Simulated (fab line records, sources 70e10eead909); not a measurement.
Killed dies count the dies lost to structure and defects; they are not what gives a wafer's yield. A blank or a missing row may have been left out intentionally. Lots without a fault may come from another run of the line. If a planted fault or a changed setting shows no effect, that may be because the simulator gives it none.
A lot that was struck, set against a sound lot -- flow nandHarc -- 41 steps out of a route of 1159
Sound: wafers L358.2, L358.3, L358.4. Struck: wafer L375.4 (left out: L375.2, L375.5 of the same lot, which were not struck); the cause appears at the end.
Each step with rows lists, per side, the tool, then ch with its chambers, then its first start. Under that, the readings that differ: sound wafers -- struck wafers -- difference of the means -- sigmas: that difference in standard deviations of wafers without a fault.
alike: a reading whose means differ by less than 2 such deviations, as well as words and numbers matching on both sides. not compared: withheld readings; readings where some wafer has no value; bounds like >300 that might hide an equal value; numbers whose values overlap and for which the record gives no deviation.
The two part at a step that has a row with sigmas, a row that says differs or no value, or rows on one side only. Non-overlapping numbers with no deviation appear without sigmas and do not part them. Lack of a reading on every wafer of one side parts them only where that side has two or more wafers.

first, 6 steps without rows for these wafers: NHARC_A_CONTACT_COAT_02 (resist thk 90 nm); NHARC_A_CONTACT_SOFTBAKE_03 (time 55 s); NHARC_A_CONTACT_EBR_04; NHARC_A_CONTACT_EXPOSE_05 (exposes mask A CC); NHARC_A_CONTACT_PEB_06 (peb time 65 s); NHARC_A_CONTACT_DEVELOP_07 (develop time 35 s).
NHARC_A_CONTACT_CD_MEAS_08 targets a cd of 100 nm.
  sound on cdSem-01 ch 0, day 18 05:35; struck on cdSem-02 ch 0, day 21 23:50
  alike: cdNm
NHARC_A_CONTACT_OVL_MEAS_09:
  struck on overlay-01, day 21 23:56; sound on overlay-02, day 18 05:40
  alike: overlayXNm, overlayYNm
NHARC_A_CONTACT_INSPECT_10:
  struck on defectInspect-02, day 21 23:59; sound on defectInspect-02, day 18 05:43
  alike: rawDefectCount
then, 1 step without rows for these wafers: NHARC_A_CONTACT_DESCUM_13 (chemistry O2, time 3 s).
NHARC_A_CONTACT_ETCH_88: etches the open film in CF4, target depth 39 nm, time 65 s.
  sound on rieDiel-13 ch 0,1,3, day 18 05:52; struck on rieDiel-13 ch 0, day 22 00:08
reading,sound,struck,difference,sigmas
rfHoursCounterH (h),51 50 44,16,-32,
showerheadPlenumPTorr (Torr),1.89 1.64 1.76,1.89,+0.13,+2
  alike: biasW, drypumpMotorCurrentA, oesProductAu, rfVppV, throttleValvePct
then, 1 step without rows for these wafers: NHARC_A_CONTACT_ETCH_89 (etches the open film in N2/H2, target depth 260 nm, time 475.3 s).
NHARC_A_CONTACT_ETCH_30: etches the open film in CF4/CHF3, target depth 60.5 nm, time 30.2 s.
  sound on rieDiel-13 ch 0,1,3, day 18 06:17; struck on rieDiel-13 ch 2, day 22 00:34
reading,sound,struck,difference,sigmas
biasW (W),200.0 200.3 200.3,199.0,-1.2,-2
rfHoursCounterH (h),44 52 50,18,-31,
  alike: drypumpMotorCurrentA, oesProductAu, rfVppV, showerheadPlenumPTorr, throttleValvePct
then, 2 steps without rows for these wafers: NHARC_A_CONTACT_ETCH_31 (etches the open film in O2/COS, target depth 2000 nm, time 520 s); NHARC_A_CONTACT_ETCH_134 (etches the open film in C4F8/O2/Ar, time 140 s, target depth 700 nm).
NHARC_A_CONTACT_ETCH_135: etches the open film in C4F8/O2/Ar, time 132 s, target depth 1287 nm.
  sound on harCapEtch-03 ch 0,1, day 18 06:58; struck on harCapEtch-03 ch 0, day 22 01:14
  not compared: rfHoursCounterH
then, 1 step without rows for these wafers: NHARC_A_CONTACT_ETCH_136 (etches the open film in C4F8/O2/Ar, time 132 s, target depth 1287 nm).
NHARC_A_CONTACT_ETCH_137: etches the open film in C4F8/O2/Ar, time 132 s, target depth 1287 nm.
  sound on harCapEtch-03 ch 0,1, day 18 07:13; struck on harCapEtch-03 ch 0, day 22 01:29
  not compared: rfHoursCounterH
NHARC_A_CONTACT_ETCH_138: etches the open film in C4F8/O2/Ar, time 132 s, target depth 1289 nm.
  sound on harCapEtch-03 ch 0,1, day 18 07:20; struck on harCapEtch-03 ch 0, day 22 01:37
  not compared: rfHoursCounterH
then, 3 steps without rows for these wafers: NHARC_A_CONTACT_ETCH_139 (etches the open film in C4F8/O2/Ar, time 137 s, target depth 590 nm); NHARC_A_CONTACT_ETCH_92 (etches the open film in CH3F/O2, target depth 40 nm, time 85.7 s); NHARC_A_CONTACT_ETCH_98 (etches the open film in C4F6/O2, target depth 20 nm, time 10 s).
NHARC_A_CONTACT_CD_MEAS_15:
  struck on cdSem-02, day 22 02:22; sound on cdSem-02, day 18 08:05
  alike: cdNm
then, 3 steps without rows for these wafers: NHARC_A_CONTACT_STRIP_107 (strips in N2/H2); NHARC_A_CONTACT_STRIP_108 (strips in CF4/CHF3); NHARC_A_CONTACT_STRIP_109 (strips in O2/COS).
NHARC_A_CONTACT_ETCH_110: etches the open film in CF4/O2, target depth 50 nm, overetch 5 nm, time 27.5 s.
  sound on rieDiel-13 ch 0,1,2, day 18 08:22; struck on rieDiel-13 ch 2, day 22 02:43
reading,sound,struck,difference,sigmas
throttleValvePct (%),13.400 13.399 13.396,13.378,-0.020,-2
  alike: biasW, drypumpMotorCurrentA, oesProductAu, rfVppV, showerheadPlenumPTorr
  not compared: rfHoursCounterH
then, 13 steps without rows for these wafers: NHARC_A_CONTACT_STRIP_26 (strips in O2); NHARC_A_CONTACT_STRIP_27 (strips in post etch residue remover, time 600 s); NHARC_A_CONTACT_ALD_18 (deposits TiN, target thk 3 nm, pulse time 1 s, ald cycles 150); NHARC_A_CONTACT_CVD_19 (deposits W, target thk 300 nm, time 802 s); NHARC_A_CONTACT_CMP_20 (polishes, t overpolish 30 s, target thk 300 nm); NHARC_A_CONTACT_SRD_22; NHARC_A_BLC_DEHYDRATE_00 (time 120 s); NHARC_A_BLC_HMDS_01 (time 30 s); NHARC_A_BLC_COAT_02 (time 75 s); NHARC_A_BLC_COAT_03 (time 65 s); NHARC_A_BLC_COAT_04 (resist thk 90 nm); NHARC_A_BLC_SOFTBAKE_05 (time 55 s); NHARC_A_BLC_EBR_06.
-- jump in the record: it breaks off in module A_BLC and resumes in module END (first step shown: number 1159 of the route), and 2 days separate the struck wafers' starts before and after --
NHARC_END_SORT_01:
  here the record holds rows for the struck wafers (prober-01 ch 0, day 24 07:23) but none for the sound ones

## WHERE THEY PART
First at NHARC_A_CONTACT_ETCH_88; last, within this record, at NHARC_END_SORT_01.

WHY: what the simulator had put in
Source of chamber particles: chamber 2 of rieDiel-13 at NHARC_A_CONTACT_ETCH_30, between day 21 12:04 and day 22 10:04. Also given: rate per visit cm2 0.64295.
